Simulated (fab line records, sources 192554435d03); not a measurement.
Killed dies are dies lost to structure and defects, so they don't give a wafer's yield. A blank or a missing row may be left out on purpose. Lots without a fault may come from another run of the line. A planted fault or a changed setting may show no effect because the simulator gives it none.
Split-lot experiment | flow n5_finfet | 7 lots, 21 wafers read, on a route of 1938 steps

THE SPLIT
At N5_BEOL_M11_DESCUM_16 (chemistry O2, time 7.9 s), the setting time_s was moved away from the recipe's 7.9 s on 12 of the 21 wafers read, by -21.3% to +15.0%. The other wafers ran this setting at the recipe's value.

The file shows no step between the split and the reading.

THE READING
CAR-ArF_of_BEOL_M11_COAT_05.thk_nm (the simulator's own value, which no gauge read), in nm, at N5_BEOL_M11_ETCH_61 (etches SiARC in CF4, target depth 39 nm, time 65 s). The file gives no usual value for it. The 9 wafers here that ran the recipe average 55.4 nm, standard deviation 0.25 nm.

wafer  | tool, chamber at the split | time_s as run, s | against the recipe | CAR-ArF_of_BEOL_M11_COAT_05.thk_nm, nm | against lot-mates on the recipe
L074.1 | rie_diel-01, 3             | 7.9              | recipe             | 55.2                                   | -
L074.2 | rie_diel-01, 1             | 7.9              | recipe             | 55.6                                   | -
L074.3 | rie_diel-01, 0             | 7.9              | recipe             | 55.4                                   | -
L076.1 | rie_diel-06, 2,1,0         | 9.082            | +15.0%             | 55.4                                   | no lot-mate on the recipe
L076.2 | rie_diel-06, 2,1,0         | 9.082            | +15.0%             | 55.4                                   | no lot-mate on the recipe
L076.4 | rie_diel-06, 2,1,0         | 9.082            | +15.0%             | 55.4                                   | no lot-mate on the recipe
L078.2 | rie_diel-04, 0             | 6.555            | -17.0%             | 55.8                                   | no lot-mate on the recipe
L078.3 | rie_diel-04, 1             | 6.555            | -17.0%             | 55.8                                   | no lot-mate on the recipe
L078.6 | rie_diel-04, 0             | 6.555            | -17.0%             | 56                                     | no lot-mate on the recipe
L082.1 | rie_diel-01, 0             | 8.822            | +11.7%             | 54.6                                   | -0.6
L082.3 | rie_diel-01, 1             | 7.9              | recipe             | 55.2                                   | -
L082.4 | rie_diel-01, 3             | 8.822            | +11.7%             | 55.2                                   | +0.0
L084.2 | rie_diel-01, 3             | 7.9              | recipe             | 55.4                                   | -
L084.3 | rie_diel-01, 2,1           | 6.215            | -21.3%             | 56.6                                   | +1.2
L084.5 | rie_diel-01, 2,1           | 6.215            | -21.3%             | 56.6                                   | +1.2
L087.3 | rie_diel-06, 3             | 6.505            | -17.7%             | 56.2                                   | +0.9
L087.4 | rie_diel-06, 1             | 7.9              | recipe             | 55.4                                   | -
L087.5 | rie_diel-06, 2             | 7.9              | recipe             | 55.2                                   | -
L095.2 | rie_diel-04, 3             | 7.9              | recipe             | 55.6                                   | -
L095.4 | rie_diel-04, 2             | 6.848            | -13.3%             | 56.2                                   | +0.4
L095.5 | rie_diel-04, 2             | 7.9              | recipe             | 56                                     | -
Where a row lists several chambers, the file gives one row for several wafers and doesn't say which wafer went through which chamber.

THE FIT
A straight line over all 21 wafers: CAR-ArF_of_BEOL_M11_COAT_05.thk_nm changes by -0.0322 nm for each +1% of time_s; r = -0.80; the points scatter about the line by 0.31 nm.
The same after taking each lot's own level away (the mean of its wafers on the recipe; 15 wafers): -0.0459 nm for each +1%; r = -0.92; scatter 0.21 nm.
On that fit, the largest move of time_s shifts the reading by 0.98 nm.
The lots' own levels span 55.20 to 55.80 nm, that is 2.4 times the standard deviation above.
So the lot-to-lot level blurs the effect unless lot-mates are compared.
Check: with one of the wafers moved furthest among these (-21.3%) left out of the fit, the line predicts +0.966 nm for it against its lot-mates. It came out at +1.2 nm against them.

THE WHOLE CHAIN: every reading that the file lists as answering this split, in the file's order
step                  | what it does                                       | reading                                                                             | change (the file's fit)                | r (the file's)
N5_BEOL_M11_DESCUM_16 | chemistry O2, time 7.9 s                           | CAR-ArF_of_BEOL_M11_COAT_05.thk_nm (the simulator's own value, which no gauge read) | -0.0394 nm for each +1% of the setting | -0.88
N5_BEOL_M11_ETCH_61   | etches SiARC in CF4, target depth 39 nm, time 65 s | CAR-ArF_of_BEOL_M11_COAT_05.thk_nm (the simulator's own value, which no gauge read) | -0.0466 nm for each +1% of the setting | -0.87

THE FILE'S OWN FIT
CAR-ArF_of_BEOL_M11_COAT_05.thk_nm changes by -0.0466 nm for each +1% of time_s, r = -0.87.
